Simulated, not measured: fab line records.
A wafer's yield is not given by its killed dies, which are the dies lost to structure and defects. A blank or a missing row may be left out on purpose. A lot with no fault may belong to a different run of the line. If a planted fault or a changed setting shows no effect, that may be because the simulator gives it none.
fab line records | flow nandHarc
record lots=5 | wafers=15 | lastDay=30
route steps=1302 shown P_GATE@185 END@1302
lots with no fault: from the same line, run without faults
startH: the number of hours between the record's first day and the start of the first shown wafer of the lot | waitH: hours elapsed since this lot's preceding step | " repeats the value in the row above | L1.1+2: one row covering several wafers at once | - no value present, or no start provided | * or withheld: withheld | < > ~ a bound
route shown NAME@n: a module of which the file shows steps, and the number in the route of the first | usual: mean and standard deviation over wafers with no fault | same: alike in all rows | chamber/n: place in a boat | sites: each site's reading | _std_site: their standard deviation | _edge_site: outer sites' mean less inner sites' | radiusMm: how far each site lies from the wafer's centre | mask NAME#n: copy n | behind: the last tool/chamber to shape the wafer | hold: why the lot went on hold/how many hours it stayed there/how the hold came to an end | device: the n, p or np transistor that did not switch | end of line: the tests these same wafers got at the end of their route | a step without rows: its recipe alone | killed: count of dies lost to structure and defects at first sort (not the wafer's yield) | map: the dies of a wafer, with x for killed, . for not killed, _ for no die there
set.NAME: the setting as run; set.NAME@STEP: as run at that earlier step | model.NAME: the simulator's own value behind a step, which no gauge read
lots at some steps of the route; a table a step, a row a wafer
services: the hour from which a tool's chamber was out of use, counted from the record's first day as startH (under 0 if before that day), plus the number of hours and why
## steps
# step NHARC_P_GATE_CD_MEAS_59
# recipe targetCdNm=720 | landingEnergyEv=500
# usual cdNm=720.0/1.6
lot.wafer | tool     | chamber | startH | waitH | cdNm
L827.1    | cdSem-01 | 0       | 185.60 | -     | 717.7
L827.2    | "        | 0       | "      | "     | 719.1
L827.5    | "        | 0       | "      | "     | 718.6
L829.3    | cdSem-03 | 0       | 205.24 | -     | 722.2
L829.4    | "        | 0       | "      | "     | 718.6
L829.6    | "        | 0       | "      | "     | 720.2
L834.1    | cdSem-03 | 0       | 254.47 | -     | 720.5
L834.3    | "        | 0       | "      | "     | 719.1
L834.6    | "        | 0       | "      | "     | 718.9
L835.2    | cdSem-03 | 0       | 255.08 | -     | 719.7
L835.3    | "        | 0       | "      | "     | 718.3
L835.5    | "        | 0       | "      | "     | 718.5
L837.2    | cdSem-02 | 0       | 280.62 | -     | 718.8
L837.4    | "        | 0       | "      | "     | 722.3
L837.5    | "        | 0       | "      | "     | 722.8
# step NHARC_P_GATE_HARDBAKE_60
# recipe tempC=125 | timeS=80
# step NHARC_P_GATE_DESCUM_61
# recipe timeS=3 | o2FlowSccm=200 | arFlowSccm=0 | biasPowerW=0 | chemistry=O2
# usual drypumpMotorCurrentA=5.6/0.51 | o2FlowSccm=199.9/0.6 | oesProductAu=1.002/0.0094 | rfVppV=57.2/0.83 | showerheadPlenumPTorr=1.81/0.036 | throttleValvePct=11.312/0.0099
lot.wafer | tool       | chamber | startH | waitH | drypumpMotorCurrentA | o2FlowSccm | oesProductAu | rfHoursCounterH | rfVppV | showerheadPlenumPTorr | throttleValvePct
L827.2    | rieDiel-05 | 0       | 185.76 | -     | 5.3                  | 199.9      | 1.000        | 7.5             | 57.5   | 1.79                  | 11.320
L827.1    | "          | 2       | "      | "     | 5.2                  | 199.1      | 1.006        | 7.5             | 56.4   | 1.80                  | 11.319
L827.5    | "          | 1       | "      | "     | 6.4                  | 199.5      | 1.016        | -               | 58.3   | 1.84                  | 11.303
L829.3    | rieDiel-05 | 3       | 205.41 | -     | 4.8                  | 199.7      | 0.999        | 8.2             | 57.7   | 1.84                  | 11.325
L829.4    | "          | 1       | "      | "     | 6.4                  | 200.5      | 1.015        | 8.4             | 58.5   | 1.84                  | 11.306
L829.6    | "          | 2       | "      | "     | 5.2                  | 200.6      | 1.012        | -               | 59.1   | 1.80                  | 11.315
L834.3    | rieDiel-08 | 3       | 254.63 | -     | 5.4                  | 199.3      | 1.006        | 2.8             | 57.6   | 1.79                  | 11.301
L834.1    | "          | 2       | "      | "     | 5.9                  | 200.2      | 1.002        | 3.1             | 58.5   | 1.79                  | 11.299
L834.6    | "          | 0       | "      | "     | 6.0                  | 200.1      | 1.008        | -               | 56.8   | 1.78                  | 11.313
L835.2    | rieDiel-05 | 3       | 255.24 | -     | 4.9                  | 200.0      | 0.992        | 0.1             | 59.2   | 1.84                  | 11.330
L835.3    | "          | 0       | "      | "     | 5.3                  | 200.3      | 0.999        | 0.1             | 56.7   | 1.79                  | 11.313
L835.5    | "          | 3       | "      | "     | 4.9                  | 199.9      | 1.009        | -               | 57.2   | 1.84                  | 11.300
L837.2    | rieDiel-08 | 1       | 280.78 | -     | 6.0                  | 199.3      | 0.991        | 5.1             | 58.0   | 1.81                  | 11.304
L837.4    | "          | 2       | "      | "     | 5.9                  | 199.8      | 0.995        | 4.5             | 57.2   | 1.79                  | 11.317
L837.5    | "          | 2       | "      | "     | 5.9                  | 200.0      | 1.006        | -               | 57.2   | 1.79                  | 11.326
# step NHARC_P_GATE_IMPLANT_62
# recipe energyKev=20 | doseCm2=3e+15 | tiltDeg=7
# step NHARC_P_GATE_STRIP_112
# recipe powerW=1500 | tempC=110 | timeS=200 | chemistry=N2/H2
# usual drypumpMotorCurrentA=6.2/0.58 | heaterPowerW=87/4.2 | rfReflPowerW=21/4.8
lot.wafer | tool           | chamber | startH | waitH | drypumpMotorCurrentA | heaterPowerW | rfHoursCounterH | rfReflPowerW
L827.1    | plasmaAsher-02 | 0       | 186.16 | 0.2   | 6.4                  | 89           | 22              | 26
L827.2    | "              | 1       | "      | "     | 6.7                  | 95           | 22              | 15
L827.5    | "              | 1       | "      | "     | 6.7                  | 93           | -               | 15
L829.4    | plasmaAsher-01 | 0       | 205.85 | 0.2   | 6.2                  | 84           | -               | 21
L829.3    | "              | 1       | "      | "     | 5.1                  | 81           | -               | 21
L829.6    | "              | 1       | "      | "     | 5.1                  | 81           | -               | 21
L834.1    | plasmaAsher-01 | 0       | 255.00 | 0.2   | 6.3                  | 85           | 17              | 21
L834.3    | "              | 0       | "      | "     | 6.3                  | 82           | -               | 21
L834.6    | "              | 1       | "      | "     | 5.1                  | 84           | -               | 21
L835.2    | plasmaAsher-01 | 1       | 255.63 | 0.2   | 5.0                  | 81           | 17              | 21
L835.3    | "              | 1       | "      | "     | 5.0                  | 81           | -               | 23
L835.5    | "              | 1       | "      | "     | 5.1                  | 81           | -               | 21
L837.2    | plasmaAsher-01 | 1       | 281.19 | 0.2   | 5.0                  | 83           | 23              | 21
L837.4    | "              | 0       | "      | "     | 6.3                  | 82           | -               | 21
L837.5    | "              | 0       | "      | "     | 6.3                  | 85           | -               | 21
# step NHARC_P_GATE_STRIP_76
# recipe powerW=1500 | tempC=250 | chemistry=O2
# usual drypumpMotorCurrentA=6.2/0.58 | heaterPowerW=327/15 | rfReflPowerW=21/4.9
lot.wafer | tool           | chamber | startH | waitH | drypumpMotorCurrentA | heaterPowerW | rfHoursCounterH | rfReflPowerW
L827.1    | plasmaAsher-02 | 0       | 186.42 | 0.2   | 6.3                  | 344          | 22              | 26
L827.2    | "              | 1       | "      | "     | 6.7                  | 347          | 22              | 15
L827.5    | "              | 1       | "      | "     | 6.7                  | 341          | -               | 14
L829.4    | plasmaAsher-01 | 0       | 206.05 | 0.2   | 6.2                  | 315          | -               | 21
L829.3    | "              | 1       | "      | "     | 5.0                  | 298          | -               | 21
L829.6    | "              | 1       | "      | "     | 5.0                  | 301          | -               | 22
L834.1    | plasmaAsher-01 | 0       | 255.26 | 0.2   | 6.3                  | 309          | 17              | 21
L834.3    | "              | 0       | "      | "     | 6.3                  | 314          | -               | 21
L834.6    | "              | 1       | "      | "     | 5.1                  | 309          | -               | 21
L835.2    | plasmaAsher-01 | 1       | 255.89 | 0.2   | 5.0                  | 302          | 17              | 21
L835.3    | "              | 1       | "      | "     | 5.0                  | 294          | -               | 22
L835.5    | "              | 1       | "      | "     | 5.1                  | 304          | -               | 21
L837.2    | plasmaAsher-01 | 1       | 281.42 | 0.2   | 5.0                  | 307          | 24              | 21
L837.4    | "              | 0       | "      | "     | 6.2                  | 311          | -               | 21
L837.5    | "              | 0       | "      | "     | 6.3                  | 323          | -               | 21
# step NHARC_P_GATE_STRIP_63
# recipe timeS=900 | tempC=130 | chemistry=SPM
# step NHARC_P_GATE_DEHYDRATE_83
# recipe tempC=150 | timeS=120
# step NHARC_P_GATE_HMDS_84
# recipe timeS=30
# step NHARC_P_GATE_COAT_85
# recipe spinRpm=3000
# step NHARC_P_GATE_SOFTBAKE_86
# recipe tempC=122 | timeS=95
# step NHARC_P_GATE_EBR_87
# step NHARC_P_GATE_EXPOSE_88
# recipe na=0.6 | targetCdNm=2000 | doseMj=11.87 | maskId=P_HVN
lot.wafer  | tool          | chamber | startH | waitH | mask
L827.1+2+5 | krfScanner-03 | 0       | 187.18 | -     | P_HVN#0
L829.3+4+6 | krfScanner-01 | 0       | 206.85 | -     | P_HVN#0
L834.1+3+6 | krfScanner-03 | 0       | 255.90 | -     | P_HVN_R1#0
L835.2+3+5 | krfScanner-01 | 0       | 256.65 | -     | P_HVN#0
L837.2+4+5 | krfScanner-03 | 0       | 282.05 | -     | P_HVN#0
# step NHARC_P_GATE_PEB_89
# recipe pebTempC=118 | pebTimeS=85
# step NHARC_P_GATE_DEVELOP_90
# recipe timeS=70
# step NHARC_P_GATE_CD_MEAS_91
# recipe targetCdNm=2000 | landingEnergyEv=500
# usual cdNm=2000.2/2.1
lot.wafer | tool     | chamber | startH | waitH | cdNm
L827.1    | cdSem-03 | 0       | 187.34 | -     | 1999.1
L827.2    | "        | 0       | "      | "     | 1997.9
L827.5    | "        | 0       | "      | "     | 2000.0
L829.3    | cdSem-03 | 0       | 207.00 | -     | 1997.0
L829.4    | "        | 0       | "      | "     | 2004.1
L829.6    | "        | 0       | "      | "     | 2000.5
L834.1    | cdSem-02 | 0       | 256.05 | -     | 2028.8
L834.3    | "        | 0       | "      | "     | 2025.0
L834.6    | "        | 0       | "      | "     | 2024.9
L835.2    | cdSem-03 | 0       | 256.81 | -     | 1998.5
L835.3    | "        | 0       | "      | "     | 1998.1
L835.5    | "        | 0       | "      | "     | 2000.1
L837.2    | cdSem-02 | 0       | 282.21 | -     | 1997.2
L837.4    | "        | 0       | "      | "     | 1999.3
L837.5    | "        | 0       | "      | "     | 1998.7
# step NHARC_P_GATE_HARDBAKE_92
# recipe tempC=125 | timeS=80
# step NHARC_P_GATE_DESCUM_93
# recipe timeS=3 | o2FlowSccm=200 | arFlowSccm=0 | biasPowerW=0 | chemistry=O2
# usual drypumpMotorCurrentA=5.6/0.45 | o2FlowSccm=200.0/0.61 | oesProductAu=1.001/0.0094 | rfVppV=57.5/0.89 | showerheadPlenumPTorr=1.83/0.057 | throttleValvePct=11.312/0.0082
lot.wafer | tool       | chamber | startH | waitH | drypumpMotorCurrentA | o2FlowSccm | oesProductAu | rfHoursCounterH | rfVppV | showerheadPlenumPTorr | throttleValvePct | model.P_GATE.cdNm
L827.1    | rieDiel-05 | 0       | 187.51 | -     | 5.3                  | 200.0      | 1.001        | 7.5             | 57.9   | 1.79                  | 11.328           | 1999
L827.2    | "          | 1       | "      | "     | 6.4                  | 199.5      | 1.008        | 7.1             | 57.4   | 1.84                  | 11.297           | 1997
L827.5    | "          | 2       | "      | "     | 5.2                  | 200.4      | 1.006        | -               | 57.1   | 1.80                  | 11.307           | 2000
L829.4    | rieDiel-09 | 3       | 207.17 | -     | 5.0                  | 199.2      | 1.001        | 3.0             | 57.1   | 1.91                  | 11.296           | 2004
L829.3    | "          | 1       | "      | "     | 5.8                  | 199.7      | 1.009        | 4.1             | 58.4   | 1.83                  | 11.321           | 1996
L829.6    | "          | 2       | "      | "     | 5.7                  | 200.0      | 0.998        | -               | 57.7   | 1.86                  | 11.312           | 2000
L834.3    | rieDiel-09 | 2       | 256.22 | -     | 5.7                  | 199.5      | 0.993        | 6.8             | 58.2   | 1.86                  | 11.317           | 2025
L834.1    | "          | 0       | "      | "     | 5.5                  | 199.9      | 1.002        | 5.3             | 58.6   | 1.98                  | 11.311           | 2029
L834.6    | "          | 2       | "      | "     | 5.7                  | 199.8      | 0.989        | -               | 59.2   | 1.85                  | 11.302           | 2025
L835.3    | rieDiel-05 | 1       | 256.98 | -     | 6.4                  | 199.9      | 1.011        | 0.2             | 57.2   | 1.84                  | 11.313           | 1997
L835.2    | "          | 3       | "      | "     | 4.8                  | 200.0      | 1.002        | 0.3             | 58.0   | 1.84                  | 11.327           | 1998
L835.5    | "          | 0       | "      | "     | 5.3                  | 200.4      | 1.007        | -               | 57.6   | 1.79                  | 11.307           | 2000
L837.2    | rieDiel-08 | 1       | 282.39 | -     | 6.1                  | 201.1      | 1.010        | 5.1             | 58.1   | 1.81                  | 11.298           | 1997
L837.4    | "          | 2       | "      | "     | 5.9                  | 199.5      | 0.997        | 4.5             | 56.0   | 1.79                  | 11.312           | 2000
L837.5    | "          | 3       | "      | "     | 5.4                  | 200.9      | 1.009        | -               | 56.3   | 1.79                  | 11.298           | 2000
# step NHARC_P_GATE_IMPLANT_94
# recipe energyKev=60 | doseCm2=2e+15 | tiltDeg=7
# step NHARC_END_SORT_01
# recipe tempC=25
# usual killedAtArray=50/20 | killedAtOther=1.2/1.5 | killedAtPeriphery=3.6/2.6 | killedDies=55/20 | killedOpen=3.4/2 | killedShort=2.7/1.6
# same grossDies=677
lot.wafer | tool      | chamber | startH | waitH | killedAtArray | killedAtOther | killedAtPeriphery | killedDies | killedOpen | killedShort
L827.2    | prober-02 | 0       | 646.05 | 2.8   | 88            | 0             | 2                 | 90         | 4          | 2
L837.2    | prober-01 | 0       | 716.19 | 2.8   | 45            | 3             | 6                 | 54         | 6          | 4
L837.4    | prober-01 | 0       | 717.79 | 3.4   | 21            | 2             | 3                 | 26         | 3          | 3
L837.5    | prober-01 | 0       | 718.59 | 3.7   | 54            | 2             | 3                 | 59         | 5          | 2
# killed by level:class
L827.2 A_CHANNEL_HOLE_D2:chamberFilmFlake=36 A_SLIT:chamberFilmFlake=33 A_CONTACT:chamberFilmFlake=7 A_CHANNEL_HOLE_D1:chamberFilmFlake=3 A_ZERO_WELL:chamberFilmFlake=2 A_ONON_D1:geometricParticle:short=1 A_ONON_D1:geometricParticle:open=1 A_CHANNEL_FILL_D1:geometricParticle:open=1
L837.2 A_SLIT:chamberFilmFlake=30 A_CHANNEL_HOLE_D1:chamberFilmFlake=3 A_CONTACT:chamberFilmFlake=3 P_M0:geometricParticle:open=2 A_M0:geometricParticle:open=2 P_CONTACT:chamberFilmFlake=2 THIN_TSV:chamberFilmFlake=2 P_CONTACT:geometricParticle:short=1
L837.4 A_SLIT:chamberFilmFlake=9 A_WL_FILL:chamberFilmFlake=3 A_CHANNEL_HOLE_D1:chamberFilmFlake=2 A_CHANNEL_HOLE_D2:chamberFilmFlake=2 THIN_TSV:chamberFilmFlake=2 P_CONTACT:geometricParticle:open=1 P_M0:geometricParticle:short=1 P_M2:geometricParticle:open=1
L837.5 A_SLIT:chamberFilmFlake=35 A_CHANNEL_HOLE_D1:chamberFilmFlake=5 A_WL_FILL:chamberFilmFlake=3 A_BLC:chamberFilmFlake=3 P_CONTACT:geometricParticle:open=2 A_CONTACT:chamberFilmFlake=2 THIN_TSV:chamberFilmFlake=2 A_ONON_D1:geometricParticle:open=1
## services
tool           | chamber | startH | hours | kind
plasmaAsher-01 | -       | 172.25 | 9.0   | pm
plasmaAsher-01 | 0       | 172.25 | 9.0   | ventCycle
plasmaAsher-01 | 1       | 172.25 | 9.0   | ventCycle
plasmaAsher-01 | 0       | 181.25 | -     | clean
plasmaAsher-01 | 1       | 181.25 | -     | clean
rieDiel-05     | 3       | 181.98 | 7.8   | repair
rieDiel-05     | 0       | 184.21 | -     | clean
rieDiel-05     | 1       | 184.21 | -     | clean
rieDiel-05     | 2       | 184.21 | -     | clean
rieDiel-08     | -       | 190.80 | 9.0   | pm
krfScanner-03  | -       | 196.19 | 1.0   | repair
rieDiel-05     | 0       | 208.71 | -     | clean
rieDiel-05     | 1       | 208.71 | -     | clean
plasmaAsher-02 | -       | 209.43 | 2.7   | repair
krfScanner-01  | -       | 216.12 | 0.5   | repair
rieDiel-05     | 3       | 219.98 | 10.7  | repair
krfScanner-03  | -       | 224.03 | 4.0   | pm
rieDiel-05     | -       | 229.66 | 9.0   | pm
krfScanner-01  | -       | 239.80 | 3.7   | repair
krfScanner-03  | -       | 242.77 | 1.5   | repair
rieDiel-05     | 2       | 246.64 | 15.6  | repair
plasmaAsher-02 | -       | 249.00 | 9.0   | pm
rieDiel-08     | 2       | 267.90 | 7.1   | repair
rieDiel-05     | 0       | 278.54 | 11.5  | repair
## key
firstSign step=NHARC_P_GATE_EXPOSE_88 | reading=mask | direction=changed
effect step=NHARC_P_GATE_CD_MEAS_91 | reading=cdNm | direction=up | sigmas=12 | usual=2000.2 | struck=2026.2
modelEffect step=NHARC_P_GATE_DESCUM_93 | value=P_GATE.cdNm | without=2000 | struck=2027
metAt NHARC_P_GATE_EXPOSE_88
struckWafers L834.1,L834.3,L834.6
testerLeftOut L834
onsetBetween 187.18 255.90
fault kind=wrongMask | tool=any | chamber=- | onsetH=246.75 | steps=NHARC_P_GATE_EXPOSE_88 | auxCopy=P_HVN_R1#0 | cdOffsetNm=26.585 | scope=struckLotsOnly
# testerLeftOut: of these lots the tester's yield and bins aren't shown, on N5 and GAA mostly nor the transistor test; their killed dies are dies lost to structure and defects alone, not to doping, threshold or leakage, so they don't give the yield
